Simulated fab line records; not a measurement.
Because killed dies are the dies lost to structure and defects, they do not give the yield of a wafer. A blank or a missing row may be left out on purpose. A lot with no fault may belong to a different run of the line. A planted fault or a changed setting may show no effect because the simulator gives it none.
Chamber matching :: flow nand-harc :: pecvd-01 running NHARC_A_STAIRCASE_DEP_259: 3 sister chambers
The step deposits SiON, target thk 30 nm. 6 wafers are shown with their chamber, then 8 later ones without.

## WAFERS, EACH WITH ITS CHAMBER
wafer: L079.6
chamber: 0
heater-power-w (W): 687
rf-fwd-power-W (W): 348.9

wafer: L080.4
chamber: 1
heater-power-w (W): 711
rf-fwd-power-W (W): 348.5

wafer: L085.1
chamber: 2
heater-power-w (W): 762
rf-fwd-power-W (W): 349.2

wafer: L085.2
chamber: 1
heater-power-w (W): 777
rf-fwd-power-W (W): 345.6

wafer: L085.3
chamber: 0
heater-power-w (W): 823
rf-fwd-power-W (W): 348.1

wafer: L093.2
chamber: 2
heater-power-w (W): 729
rf-fwd-power-W (W): 347.9

## WAFERS WHOSE CHAMBER IS MISSING
wafer: L093.4
heater-power-w (W): 777
rf-fwd-power-W (W): 347.5

wafer: L093.6
heater-power-w (W): 802
rf-fwd-power-W (W): 347.3

wafer: L095.1
heater-power-w (W): 680
rf-fwd-power-W (W): 348.2

wafer: L095.2
heater-power-w (W): 811
rf-fwd-power-W (W): 349.2

wafer: L095.5
heater-power-w (W): 809
rf-fwd-power-W (W): 348.8

wafer: L096.3
heater-power-w (W): 779
rf-fwd-power-W (W): 348.0

wafer: L096.5
heater-power-w (W): 733
rf-fwd-power-W (W): 349.5

wafer: L096.6
heater-power-w (W): 772
rf-fwd-power-W (W): 346.9

## THE CHAMBER EACH PASSED THROUGH
wafer: L093.4
from the rows above: can't be placed: 1 or 0 or 2
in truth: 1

wafer: L093.6
from the rows above: can't be placed: 1 or 0 or 2
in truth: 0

wafer: L095.1
from the rows above: can't be placed: 2 or 0 or 1
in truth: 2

wafer: L095.2
from the rows above: can't be placed: 0 or 2 or 1
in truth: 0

wafer: L095.5
from the rows above: can't be placed: 0 or 2 or 1
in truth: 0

wafer: L096.3
from the rows above: can't be placed: 0 or 2 or 1
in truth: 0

wafer: L096.5
from the rows above: can't be placed: 2 or 0 or 1
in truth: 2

wafer: L096.6
from the rows above: can't be placed: 1 or 0 or 2
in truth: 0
Correctly placed: 0 of 8. Can't be placed from these rows: 8 (the true chamber is among the candidates in 8). Number placed wrongly: 0.
How it was worked out, from the rows above alone: a wafer's distance from a chamber is the root of the sum, over the readings, of the square of ((its reading less the chamber's mean) divided by the reading's scatter). If the next closest chamber is less than 2 further off than the closest, the wafer can't be placed; otherwise it belongs to the closest. A chamber's mean is the mean of its shown wafers. How the scatter is found: for the shown wafers, subtract from each reading the mean of its chamber, square and add these, divide the total by (wafers less chambers), then take the root.
